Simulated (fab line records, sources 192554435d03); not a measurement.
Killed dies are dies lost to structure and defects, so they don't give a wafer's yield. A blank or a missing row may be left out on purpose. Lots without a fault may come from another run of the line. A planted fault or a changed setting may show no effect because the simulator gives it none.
fab line records | flow n5_finfet
record lots=7 wafers=21
route steps=1938 shown BEOL_M1@758 BEOL_M2@873 BEOL_M3@941 BEOL_M4@1023 BEOL_M5@1132
start_h: hours from the record's first day to the start of the lot's first wafer shown | wait_h: hours since the lot's step before | " the same as in the row above | L1.1+2: a row that stands for several wafers | - no value, or no start given | * or withheld: withheld | < > ~ a bound
route shown NAME@n: a module of which the file shows steps, and the number in the route of the first | usual: mean/standard deviation of fault-free wafers | same: alike in all rows | chamber/n: place in a boat | sites: the reading at each site | _std_site: their standard deviation | _edge_site: outer sites' mean less inner sites' | radius_mm: how far each site lies from the wafer's centre | mask NAME#n: copy n | behind: the tool/chamber that last shaped the wafer | hold: why the lot was held/for how many hours/how that ended | device: the transistor (n, p or np) that didn't switch | end of line: the same wafers' tests at the end of the route | a step without rows: its recipe alone | killed: dies lost to structure and defects at the first sort, not the wafer's yield | map: a wafer's dies, x killed, . not, _ none there
set.NAME: the setting as run; set.NAME@STEP: as run at that earlier step | model.NAME: the simulator's own value behind a step, which no gauge read
lots whose settings were changed on purpose; a table a step, a row a wafer
## steps
# step N5_BEOL_M1_COAT_05
# recipe resist=CAR-EUV spin_rpm=1500 resist_thk_nm=30
# columns lot.wafer tool chamber start_h wait_h set.spin_rpm model.CAR-EUV_of_BEOL_M1_COAT_05.thk_nm
L075.1+5 litho_track-04 0 - - 1500 30.2
L075.6 " 0 " " 1500 30
L077.3+5 litho_track-02 0 - - 1500 30
L077.6 " 0 " " 1500 30.2
L080.1+5+6 litho_track-04 0 - - 1500 30.2
L084.2 litho_track-03 0 - - 1404 31
L084.3+5 " 0 " " 1500 30
L085.1+6 litho_track-02 0 - - 1500 30
L085.2 " 0 " " 1500 30.2
L089.3+5+6 litho_track-02 0 - - 1500 30
L097.1+6 litho_track-03 0 - - 1500 30
L097.2 " 0 " " 1638 28.6
# step N5_BEOL_M1_EBR_07
# recipe solvent=PGMEA ebr_width_mm=1.5
# step N5_BEOL_M1_SOFTBAKE_06
# recipe temp_c=110 time_s=60 resist=CAR-EUV
# step N5_BEOL_M1_DESCUM_16
# recipe chemistry=O2 time_s=7 source_power_w=50 bias_power_w=20 pressure_mtorr=20 rf_frequency_hz=2.712e+07 temp_c=40 resist=CAR-EUV o2_flow_sccm=225
# step N5_BEOL_M1_ETCH_74
# recipe chemistry=N2/H2 target=underlayer target_depth_a=65 mask_material=CAR-EUV time_s=5.2 ion_energy_ev=200 pressure_mtorr=30 source_w=840 bias_w=150 n2_flow_sccm=200 h2_flow_sccm=200 ends=cleared
# columns lot.wafer tool chamber start_h wait_h set.spin_rpm@BEOL_M1_COAT_05 model.CAR-EUV_of_BEOL_M1_COAT_05.thk_nm
L075.1+6 rie_diel-03 3,1 135.43 0.0 1500 20.4
L075.5 " 0 " " 1500 20.6
L077.3+5 rie_diel-03 2 157.08 0.0 1500 20.2
L077.6 " 1 " " 1500 20.4
L080.1+5+6 rie_diel-03 2,3,0 160.51 0.0 1500 20.4
L084.2 rie_diel-04 2 187.81 0.0 1404 21.2
L084.3+5 " 3,2 " " 1500 20.2
L085.1+2+6 rie_diel-03 0,1,0 194.42 0.0 1500 20.4
L089.3 rie_diel-04 0 219.05 0.0 1500 20.4
L089.5+6 " 2,3 " " 1500 20.2
L097.1 rie_diel-01 3 262.13 0.0 1500 20.2
L097.2 " 1 " " 1638 19.2
L097.6 " 2 " " 1500 20.6
# step N5_BEOL_M2_EXPOSE_25
# recipe mask_id=V1 na=0.33 source_shape=quasar sigma_inner=0.2 sigma_outer=0.8 polarization=unpolarized defocus_nm=5 dose_mj=63
# columns lot.wafer tool chamber start_h wait_h mask set.dose_mj
L075.1+5+6 euv_scanner-01 0 145.00 - V1#0 63
L077.3 euv_scanner-02 0 170.60 - V1#0 63
L077.5+6 " 0 " " V1#0 59.14
L080.1+5+6 euv_scanner-01 0 174.26 - V1#0 63
L084.2+3+5 euv_scanner-01 0 204.16 - V1#0 65.34
L085.1+6 euv_scanner-01 0 212.98 - V1#0 63
L085.2 " 0 " " V1#0 67.67
L089.3+6 euv_scanner-01 0 240.54 - V1#0 63
L089.5 " 0 " " V1#0 59.51
L097.1+2+6 euv_scanner-01 0 285.79 - V1#0 63
# step N5_BEOL_M2_PEB_26
# recipe peb_temp_c=100 peb_time_s=60 resist=CAR-EUV
# step N5_BEOL_M2_DEVELOP_27
# recipe develop_time_s=30 developer=TMAH resist=CAR-EUV rinse_liquid=surfactant_rinse dry=air_spin dev_temp_c=23
# step N5_BEOL_M2_CD_MEAS_28
# recipe target_cd_nm=26.2 landing_energy_ev=500 detector=se_inlens target_cd_y_nm=24.1 polarity=opening
# usual cd_nm=26.23/0.24
# columns lot.wafer tool chamber start_h wait_h set.dose_mj@BEOL_M2_EXPOSE_25 cd_nm
L075.1 cd_sem-02 0 145.15 - 63 26.00
L075.5 " 0 " " 63 26.15
L075.6 " 0 " " 63 26.33
L077.3 cd_sem-02 0 170.72 - 63 26.23
L077.5 " 0 " " 59.14 24.76
L077.6 " 0 " " 59.14 24.83
L080.1 cd_sem-01 0 174.40 - 63 26.40
L080.5 " 0 " " 63 26.22
L080.6 " 0 " " 63 26.78
L084.2 cd_sem-02 0 204.30 - 65.34 27.11
L084.3 " 0 " " 65.34 27.10
L084.5 " 0 " " 65.34 27.06
L085.1 cd_sem-01 0 213.12 - 63 26.06
L085.2 " 0 " " 67.67 27.35
L085.6 " 0 " " 63 26.18
L089.3 cd_sem-02 0 240.67 - 63 26.91
L089.5 " 0 " " 59.51 25.62
L089.6 " 0 " " 63 26.60
L097.1 cd_sem-01 0 285.94 - 63 26.66
L097.2 " 0 " " 63 26.00
L097.6 " 0 " " 63 26.31
# step N5_BEOL_M3_EXPOSE_08
# recipe mask_id=M3 na=0.33 source_shape=dipole sigma_inner=0.369 sigma_outer=0.767 polarization=unpolarized dose_mj=33
# columns lot.wafer tool chamber start_h wait_h mask set.dose_mj
L075.1+5 euv_scanner-01 0 173.06 - M3#0 33
L075.6 " 0 " " M3#0 34.05
L077.3+5+6 euv_scanner-02 0 178.50 - M3#0 33
L080.1+5+6 euv_scanner-02 0 185.80 - M3#0 33
L084.2+3+5 euv_scanner-01 0 219.39 - M3#0 33
L085.1+2 euv_scanner-02 0 233.62 - M3#0 33
L085.6 " 0 " " M3#0 30.97
L089.3 euv_scanner-01 0 252.81 - M3#0 33.64
L089.5+6 " 0 " " M3#0 33
L097.1+6 euv_scanner-02 0 296.12 - M3#0 31.52
L097.2 " 0 " " M3#0 33
# step N5_BEOL_M3_PEB_09
# recipe peb_temp_c=100 peb_time_s=60 resist=CAR-EUV
# step N5_BEOL_M3_DEVELOP_10
# recipe develop_time_s=30 developer=TMAH resist=CAR-EUV rinse_liquid=surfactant_rinse dry=air_spin dev_temp_c=23
# step N5_BEOL_M3_CD_MEAS_11
# recipe target_cd_nm=17.05 landing_energy_ev=500 detector=se_inlens polarity=opening
# usual cd_nm=17.04/0.26
# columns lot.wafer tool chamber start_h wait_h set.dose_mj@BEOL_M3_EXPOSE_08 cd_nm
L075.1 cd_sem-02 0 173.19 - 33 17.02
L075.5 " 0 " " 33 17.40
L075.6 " 0 " " 34.05 17.54
L077.3 cd_sem-02 0 178.61 - 33 17.02
L077.5 " 0 " " 33 17.12
L077.6 " 0 " " 33 17.13
L080.1 cd_sem-02 0 185.93 - 33 17.35
L080.5 " 0 " " 33 16.99
L080.6 " 0 " " 33 16.75
L084.2 cd_sem-02 0 219.51 - 33 16.65
L084.3 " 0 " " 33 16.78
L084.5 " 0 " " 33 16.91
L085.1 cd_sem-02 0 233.75 - 33 16.60
L085.2 " 0 " " 33 16.72
L085.6 " 0 " " 30.97 15.62
L089.3 cd_sem-02 0 252.93 - 33.64 17.43
L089.5 " 0 " " 33 16.95
L089.6 " 0 " " 33 17.32
L097.1 cd_sem-01 0 296.24 - 31.52 15.72
L097.2 " 0 " " 33 17.03
L097.6 " 0 " " 31.52 15.84
# step N5_BEOL_M3_DESCUM_16
# recipe chemistry=O2 time_s=7 source_power_w=50 bias_power_w=20 pressure_mtorr=20 rf_frequency_hz=2.712e+07 temp_c=40 resist=CAR-EUV o2_flow_sccm=225
# step N5_BEOL_M3_ETCH_74
# recipe chemistry=N2/H2 target=underlayer target_depth_a=65 mask_material=CAR-EUV time_s=5.2 ion_energy_ev=200 pressure_mtorr=30 source_w=840 bias_w=150 n2_flow_sccm=200 h2_flow_sccm=200 ends=cleared
# columns lot.wafer tool chamber start_h wait_h set.dose_mj@BEOL_M3_EXPOSE_08 model.BEOL_M3.cd_offset_nm
L075.1 rie_diel-04 0 173.35 0.0 33 0
L075.5 " 2 " " 33 0.2
L075.6 " 3 " " 34.05 0.6
L077.3+6 rie_diel-01 3,2 179.12 0.0 33 -0.2
L077.5 " 3 " " 33 0.2
L080.1+5+6 rie_diel-01 0,1,2 186.08 0.0 33 0.2
L084.2+3+5 rie_diel-01 3,0,3 219.66 0.0 33 -0.2
L085.1+2 rie_diel-03 1,2 233.99 0.0 33 -0.6
L085.6 " 1 " " 30.97 -1.8
L089.3 rie_diel-04 3 253.49 0.0 33.64 0
L089.5 " 3 " " 33 -0.4
L089.6 " 2 " " 33 0.2
L097.1 rie_diel-03 1 296.40 0.0 31.52 -1.6
L097.2 " 2 " " 33 -0.4
L097.6 " 2 " " 31.52 -1.4
# step N5_BEOL_M3_ETCH_64
# recipe chemistry=N2/H2 target=SOC target_depth_a=750 overetch_a=150 mask_material=SiARC temp_c=40 time_s=112.5 ion_energy_ev=200 pressure_mtorr=30 source_w=840 bias_w=150 n2_flow_sccm=200 h2_flow_sccm=200
# columns lot.wafer tool chamber start_h wait_h set.time_s
L075.1+5+6 rie_diel-04 0,2,3 173.39 0.0 112.5
L077.3+5 rie_diel-01 3 179.16 0.0 123.9
L077.6 " 2 " " 112.5
L080.1+5+6 rie_diel-01 0,1,2 186.13 0.0 112.5
L084.2 rie_diel-01 3 219.71 0.0 100.3
L084.3+5 " 0,3 " " 112.5
L085.1+2 rie_diel-03 1,2 234.03 0.0 105.5
L085.6 " 1 " " 112.5
L089.3+6 rie_diel-04 3,2 253.53 0.0 97.1
L089.5 " 3 " " 112.5
L097.1+2+6 rie_diel-03 1,2,2 296.45 0.0 112.5
# step N5_BEOL_M3_STRIP_65
# recipe chemistry=N2/H2 temp_c=40 n2_flow_sccm=200 h2_flow_sccm=200 rf_frequency_hz=6e+07
# step N5_BEOL_M3_STRIP_75
# recipe chemistry=N2/H2 temp_c=40 n2_flow_sccm=200 h2_flow_sccm=200 rf_frequency_hz=6e+07
# step N5_BEOL_M3_STRIP_66
# recipe chemistry=CF4 resist=SiARC power_w=300 bias_power_w=75 pressure_mtorr=50 cf4_flow_sccm=150 rf_frequency_hz=6e+07
# step N5_BEOL_M3_HM_OPEN_17
# recipe chemistry=Cl2/BCl3 target_depth_a=200 overetch_a=60 target=TiN mask_material=SOC ion_energy_ev=150 pressure_mtorr=10 icp_w=1000 bias_w=126 Cl2_flow_sccm=53.25 bcl3_flow_sccm=21.75 Ar_flow_sccm=25
# columns lot.wafer tool chamber start_h wait_h set.dose_mj@BEOL_M3_EXPOSE_08 model.BEOL_M3.cd_offset_nm
L075.1 rie_metal-03 0 173.56 0.0 33 0.2
L075.5 " 1 " " 33 0.4
L075.6 " 0 " " 34.05 1
L077.3 rie_metal-03 0 179.36 0.1 33 0.4
L077.5 " 1 " " 33 0.6
L077.6 " 0 " " 33 -0.2
L080.1 rie_metal-03 1 186.30 0.0 33 0.4
L080.5 " 0 " " 33 0.8
L080.6 " 1 " " 33 0.2
L084.2 rie_metal-03 0 219.88 0.0 33 -0.2
L084.3 " 0 " " 33 0.2
L084.5 " 0 " " 33 0
L085.1 rie_metal-02 0 234.20 0.0 33 -0.6
L085.2 " 1 " " 33 -0.8
L085.6 " 1 " " 30.97 -2.2
L089.3 rie_metal-01 1 253.76 0.1 33.64 0.4
L089.5 " 1 " " 33 0.4
L089.6 " 1 " " 33 0.2
L097.1 rie_metal-01 0 296.62 0.0 31.52 -1.8
L097.2 " 1 " " 33 0
L097.6 " 0 " " 31.52 -1.4
# step N5_BEOL_M4_PECVD_72
# recipe material=SiO2 target_thk_a=160 temp_c=400 precursor=TEOS/O2 pressure_torr=5.5 rf_w=450 teos_flow_sccm=53.8 gas=O2 flow_sccm=3000 time_s=18
# columns lot.wafer tool chamber start_h wait_h set.temp_c model.SiO2_of_BEOL_M4_PECVD_72.thk_nm
L075.1 pecvd-03 0 187.99 0.0 387.8 16.6
L075.5 " 0 " " 387.8 17
L075.6 " 1 " " 400 16.2
L077.3 pecvd-01 1 194.28 0.0 400 16.2
L077.5 " 1 " " 400 16.6
L077.6 " 2 " " 400 15.8
L080.1 pecvd-03 2 201.28 0.0 400 15.8
L080.5+6 " 0,2 " " 400 16.2
L084.2+3+5 pecvd-03 0,2,0 239.36 0.0 400 16
L085.1 pecvd-03 2 245.36 0.0 416.5 14.2
L085.2+6 " 1,2 " " 400 16
L089.3 pecvd-03 0 282.25 0.0 400 15.6
L089.5 " 1 " " 389.7 17.4
L089.6 " 0 " " 389.7 17.2
L097.1+2 pecvd-01 0,2 323.28 0.0 400 15.6
L097.6 " 2 " " 412.4 14.4
# step N5_BEOL_M4_COAT_73
# recipe resist=underlayer temp_c=205 time_s=60 spin_rpm=1500 resist_thk_nm=5
# columns lot.wafer tool chamber start_h wait_h set.spin_rpm
L075.1 litho_track-05 0 - - 1381
L075.5+6 " 0 " " 1500
L077.3+6 litho_track-02 0 - - 1500
L077.5 " 0 " " 1449
L080.1+5+6 litho_track-05 0 - - 1500
L084.2+5 litho_track-03 0 - - 1442
L084.3 " 0 " " 1500
L085.1+6 litho_track-02 0 - - 1547
L085.2 " 0 " " 1500
L089.3+5+6 litho_track-02 0 - - 1500
L097.1+2+6 litho_track-03 0 - - 1500
# step N5_BEOL_M4_COAT_05
# recipe resist=CAR-EUV spin_rpm=1500 resist_thk_nm=30
# step N5_BEOL_M4_EBR_07
# recipe solvent=PGMEA ebr_width_mm=1.5
# step N5_BEOL_M4_DESCUM_16
# recipe chemistry=O2 time_s=7 source_power_w=50 bias_power_w=20 pressure_mtorr=20 rf_frequency_hz=2.712e+07 temp_c=40 resist=CAR-EUV o2_flow_sccm=225
# step N5_BEOL_M4_ETCH_74
# recipe chemistry=N2/H2 target=underlayer target_depth_a=65 mask_material=CAR-EUV time_s=5.2 ion_energy_ev=200 pressure_mtorr=30 source_w=840 bias_w=150 n2_flow_sccm=200 h2_flow_sccm=200 ends=cleared
# columns lot.wafer tool chamber start_h wait_h set.spin_rpm@BEOL_M4_COAT_73 model.etch.depth_nm
L075.1 rie_diel-02 0 189.20 0.0 1381 5.21
L075.5+6 " 2,0 " " 1500 4.994
L077.3 rie_diel-02 2 197.21 0.0 1500 5.009
L077.5 " 1 " " 1449 5.099
L077.6 " 0 " " 1500 5.004
L080.1 rie_diel-06 2 203.12 0.0 1500 4.992
L080.5 " 0 " " 1500 4.987
L080.6 " 3 " " 1500 4.98
L084.2 rie_diel-02 2 241.77 0.0 1442 5.113
L084.3 " 1 " " 1500 5.021
L084.5 " 3 " " 1442 5.123
L085.1 rie_diel-05 1 246.22 0.0 1547 4.955
L085.2 " 0 " " 1500 5.011
L085.6 " 0 " " 1547 4.936
L089.3 rie_diel-02 3 283.51 0.0 1500 4.972
L089.5 " 3 " " 1500 4.99
L089.6 " 2 " " 1500 5
L097.1 rie_diel-06 2 331.33 0.0 1500 5.004
L097.2 " 1 " " 1500 5.011
L097.6 " 0 " " 1500 5.025
# step N5_BEOL_M4_ETCH_63
# recipe chemistry=CF4 target=SiARC target_depth_a=156 mask_material=CAR-EUV time_s=26 ion_energy_ev=80 pressure_mtorr=40 source_w=545 bias_w=36 Ar_flow_sccm=100 cf4_flow_sccm=100 ends=cleared
# step N5_BEOL_M4_ETCH_64
# recipe chemistry=N2/H2 target=SOC target_depth_a=750 overetch_a=225 mask_material=SiARC temp_c=40 time_s=121.9 ion_energy_ev=200 pressure_mtorr=30 source_w=840 bias_w=150 n2_flow_sccm=200 h2_flow_sccm=200
# step N5_BEOL_M4_STRIP_97
# recipe chemistry=N2/H2 time_s=10 power_w=450 temp_c=40 pressure_mtorr=20 rf_frequency_hz=6e+07 bias_power_w=7 n2_flow_sccm=200 h2_flow_sccm=200
# step N5_BEOL_M4_HM_STRIP_39
# recipe chemistry=peroxide_tin_strip material=TiN target_depth_a=250 temp_c=50 time_s=158
# columns lot.wafer tool chamber start_h wait_h set.temp_c@BEOL_M4_PECVD_72 model.SiO2_of_BEOL_M4_PECVD_72.thk_nm
L075.1 wet_bench-02 6 191.85 0.0 387.8 16.4
L075.5 " 4 " " 387.8 16.8
L075.6 " 5 " " 400 16
L077.3 wet_bench-02 4 202.64 0.0 400 16
L077.5 " 5 " " 400 16.4
L077.6 " 6 " " 400 15.6
L080.1 wet_bench-02 7 208.45 0.0 400 15.6
L080.5+6 " 5,3 " " 400 16
L084.2+3 wet_bench-04 6,7 247.39 0.0 400 15.8
L084.5 " 5 " " 400 16
L085.1 wet_bench-04 0 255.36 0.0 416.5 14.2
L085.2 " 3 " " 400 16
L085.6 " 7 " " 400 15.8
L089.3 wet_bench-06 6 286.80 0.1 400 15.6
L089.5 " 7 " " 389.7 17.2
L089.6 " 0 " " 389.7 17
L097.1+2 wet_bench-02 0,7 336.05 0.0 400 15.6
L097.6 " 1 " " 412.4 14.2
# step N5_BEOL_M5_ETCH_62
# recipe chemistry=N2/H2 target=SOC target_depth_a=750 overetch_a=150 mask_material=SiARC temp_c=40 time_s=112.5 ion_energy_ev=200 pressure_mtorr=30 source_w=840 bias_w=150 n2_flow_sccm=200 h2_flow_sccm=200
# usual rf_vpp_V=523.7/2.5
# columns lot.wafer tool chamber start_h wait_h set.source_w rf_vpp_V
L075.1 rie_diel-01 1 199.40 0.0 780.8 533.7
L075.5 " 2 " " 840 522.1
L075.6 " 3 " " 780.8 538.4
L077.3 rie_diel-03 0 209.69 0.0 840 528.2
L077.5 " 1 " " 771.6 537.4
L077.6 " 0 " " 771.6 543.9
L080.1 rie_diel-01 3 219.10 0.0 840 525.2
L080.5 " 2 " " 840 522.1
L080.6 " 3 " " 840 524.7
L084.2 rie_diel-04 3 256.36 0.0 840 524.7
L084.3 " 0 " " 840 524.7
L084.5 " 2 " " 840 519.3
L085.1 rie_diel-04 2 265.51 0.0 739.1 542.0
L085.2 " 1 " " 840 524.5
L085.6 " 1 " " 739.1 547.6
L089.3 rie_diel-03 1 294.36 0.0 840 523.0
L089.5 " 3 " " 840 522.1
L089.6 " 0 " " 726.8 554.4
L097.1 rie_diel-04 1 343.35 0.0 840 523.0
L097.2 " 3 " " 705.7 554.2
L097.6 " 2 " " 840 528.8
## key
split step=N5_BEOL_M1_COAT_05 setting=spin_rpm stated=1500 by=wafer
response step=N5_BEOL_M1_COAT_05 reading=model.CAR-EUV_of_BEOL_M1_COAT_05.thk_nm change=-0.154 per=1% r=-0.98
response step=N5_BEOL_M1_ETCH_74 reading=model.CAR-EUV_of_BEOL_M1_COAT_05.thk_nm change=-0.139 per=1% r=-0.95
split step=N5_BEOL_M2_EXPOSE_25 setting=dose_mj stated=63 by=wafer
response step=N5_BEOL_M2_CD_MEAS_28 reading=cd_nm change=+0.197 per=1% r=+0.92
split step=N5_BEOL_M3_EXPOSE_08 setting=dose_mj stated=33 by=wafer
response step=N5_BEOL_M3_CD_MEAS_11 reading=cd_nm change=+0.19 per=1% r=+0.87
response step=N5_BEOL_M3_ETCH_74 reading=model.BEOL_M3.cd_offset_nm change=+0.196 per=1% r=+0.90
response step=N5_BEOL_M3_HM_OPEN_17 reading=model.BEOL_M3.cd_offset_nm change=+0.262 per=1% r=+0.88
split step=N5_BEOL_M3_ETCH_64 setting=time_s stated=112.5 by=wafer
response none clear
split step=N5_BEOL_M4_PECVD_72 setting=temp_c stated=400 by=wafer
response step=N5_BEOL_M4_PECVD_72 reading=model.SiO2_of_BEOL_M4_PECVD_72.thk_nm change=-0.408 per=1% r=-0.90
response step=N5_BEOL_M4_HM_STRIP_39 reading=model.SiO2_of_BEOL_M4_PECVD_72.thk_nm change=-0.401 per=1% r=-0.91
split step=N5_BEOL_M4_COAT_73 setting=spin_rpm stated=1500 by=wafer
response step=N5_BEOL_M4_ETCH_74 reading=model.etch.depth_nm change=-0.0263 per=1% r=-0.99
split step=N5_BEOL_M5_ETCH_62 setting=source_w stated=840 by=wafer
response step=N5_BEOL_M5_ETCH_62 reading=rf_vpp_V change=-1.9 per=1% r=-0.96
